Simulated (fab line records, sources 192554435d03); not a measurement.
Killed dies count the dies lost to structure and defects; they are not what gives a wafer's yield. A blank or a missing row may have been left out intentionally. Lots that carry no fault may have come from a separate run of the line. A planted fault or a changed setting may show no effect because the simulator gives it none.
A struck lot beside a sound one + flow n5-finfet + 14 steps out of a route of 1938
Sound: these wafers, L147.1, L147.3, L147.4. Struck: wafer L154.3. (L154.2, L154.4 of the same lot were not struck and are left out.) The cause comes at the end.
Each step with rows lists, per side, the tool, then ch with its chambers, then its first start. Under that, the readings that differ: sound wafers + struck wafers + difference of the means + sigmas: that difference in standard deviations of wafers without a fault.
alike: readings with means less than 2 such deviations apart, plus words and numbers identical on both sides. not compared: withheld readings, readings lacking a value on some wafer, bounds such as >300 that could conceal the same value, and numbers that have no deviation in the record and whose values overlap.
The two part at a step that has a row with sigmas, a row that says differs or no value, or rows on one side only. Non-overlapping numbers with no deviation appear without sigmas and do not part them. A reading missing from all wafers of one side parts the sides only when that side holds two or more wafers.

first, 2 steps without rows for these wafers: N5_BEOL_M1_SPUTTER_92 (material Cu, target thk 4.5 nm, time 8.29 s); N5_BEOL_M1_ANNEAL_93 (time 240 s).
N5_BEOL_M1_SPUTTER_94: material Cu, target thk 4.5 nm, time 8.29 s.
  struck on pvd-sputter-03, day 10 06:33; sound on pvd-sputter-02, day 8 16:04
| reading              | sound                | struck | difference | sigmas |
|----------------------|----------------------|--------|------------|--------|
| susceptor-temp-C (C) | -20.07 -20.02 -20.06 | -19.82 | +0.23      | +2     |
  alike: chuck-sensor-temp-C, throttle-valve-pct
N5_BEOL_M1_ANNEAL_95: time 240 s.
  struck on pvd-sputter-03, day 10 06:38; sound on pvd-sputter-02, day 8 16:08
  alike: heater-power-w, susceptor-temp-C
then, 2 steps without rows for these wafers: N5_BEOL_M1_SPUTTER_96 (material Cu, target thk 4.5 nm, time 8.29 s); N5_BEOL_M1_ECD_50 (material Cu, target thk 300 nm).
N5_BEOL_M1_ANNEAL_51: time 90 s.
  sound on rtp-anneal-02 ch 0, day 8 16:41; struck on rtp-anneal-01 ch 0, day 10 07:01
| reading          | sound             | struck | difference | sigmas |
|------------------|-------------------|--------|------------|--------|
| wafer_temp_C_max | 226.1 225.6 225.7 | 226.8  | +1.0       | +3     |
N5_BEOL_M1_CMP_52: polishes, stops on SiOC, t overpolish 6.8 s, target thk 40 nm.
  sound on cmp-01 ch 0,1,3, day 8 16:59; struck on cmp-01 ch 1, day 10 07:16
  alike: barrier-field-endpoint-s, clearing-platen-down-force-psi, clearing-platen-rpm, motor-current-A, overpolish-run-s, pad-life-wafers, platen-rpm, time-to-endpoint-s
then, 1 step without rows for these wafers: N5_BEOL_M1_PRE_CLEAN_60 (time 15 s).
N5_BEOL_M1_CO_CAP_55: material Co, precursor CCTBA/H2, target thk 2 nm, time 102.1 s.
  sound on cvd-co-01 ch 0,2, day 8 17:21; struck on cvd-co-02 ch 0, day 10 07:38
| reading              | sound                | struck | difference | sigmas |
|----------------------|----------------------|--------|------------|--------|
| susceptor-temp-C (C) | 200.12 199.87 200.12 | 199.69 | -0.35      | -2     |
  alike: heater-power-outer-w, heater-power-w
then, 1 step without rows for these wafers: N5_BEOL_M1_PRE_CLEAN_56 (time 15 s).
N5_BEOL_M1_DEP_57: deposits SiCN from 3MS/NH3, target thk 8 nm, time 14 s.
  sound on pecvd-02 ch 0,1,2, day 8 17:28; struck on pecvd-02 ch 1, day 10 07:45
| reading                                  | sound   | struck | difference | sigmas |
|------------------------------------------|---------|--------|------------|--------|
| model.SiCN_of_BEOL_M1_DEP_57.thk-nm (nm) | 8 7.8 8 | 8.2    | +0.3       |        |
  alike: showerhead-plenum-p-Torr, throttle-valve-pct
N5_BEOL_M4_RC_MEAS_101:
  sound on prober-02 ch 0, day 10 04:43; struck on prober-02 ch 0, day 11 15:44
| reading        | sound          | struck | difference | sigmas |
|----------------|----------------|--------|------------|--------|
| IOFF_P (nA/um) | 0.19 0.19 0.20 | 0.28   | +0.09      | +3     |
| VT_P (mV)      | -251 -252 -251 | -245   | +6         | +2     |
  alike: DIBL_N, DIBL_P, IOFF_N, ION_N, ION_P, SS_N, SS_P, VT_N
next, for these wafers, 1 step has no rows: N5_PASSIVATION_PROBE_49.

WHERE THEY PART
At N5_BEOL_M1_SPUTTER_94 first; at N5_BEOL_M4_RC_MEAS_101 last (within this record only).

WHY: what the simulator had put in
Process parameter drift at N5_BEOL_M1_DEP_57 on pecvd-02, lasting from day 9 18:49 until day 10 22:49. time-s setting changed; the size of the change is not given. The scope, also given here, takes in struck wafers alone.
